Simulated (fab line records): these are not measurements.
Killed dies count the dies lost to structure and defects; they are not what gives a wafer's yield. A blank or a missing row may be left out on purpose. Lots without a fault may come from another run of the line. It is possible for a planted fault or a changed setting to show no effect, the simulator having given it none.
Chamber matching ; flow n5 finfet ; N5_MOL_CONTACT_COAG_ALD_123 on ald sin-01 has 4 sister chambers
The step deposits SiNx, target thk 5 nm, pulse time 1 s, purge time 2 s. 4 wafers are shown with their chamber, then 10 later ones without.

== EACH WAFER AND ITS CHAMBER ==
wafer;chamber;heater power w (W)
L089.4;2;781
L089.6;0;848
L092.1;1;964
L092.4;3;805

== WAFERS WITH NO CHAMBER GIVEN ==
wafer;heater power w (W)
L092.6;957
L093.1;781
L093.5;766
L093.6;981
L094.2;791
L094.3;788
L094.4;985
L097.1;794
L097.2;836
L097.4;779

== CHAMBER TAKEN BY EACH ==
wafer;from the rows above;in truth
L092.6;1;1
L093.1;2;2
L093.5;2;2
L093.6;1;1
L094.2;can't be placed: 2 or 3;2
L094.3;can't be placed: 2 or 3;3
L094.4;1;1
L097.1;can't be placed: 3 or 2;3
L097.2;can't be placed: 0 or 3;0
L097.4;2;2
Placed correctly: 6 of 10. Can't be placed from these rows: 4 (the true chamber is among the candidates in 4). Placed wrongly: 0.
How it was worked out, from the rows above alone: a wafer's distance from a chamber is the root of the sum, over the readings, of the square of ((its reading less the chamber's mean) divided by the reading's scatter). If the next closest chamber is less than 2 further off than the closest, the wafer can't be placed; otherwise it belongs to the closest. A chamber's mean is the mean of its shown wafers. The scatter: root of mean squared gap, hidden wafer to nearest shown wafer, with one shown wafer a chamber.
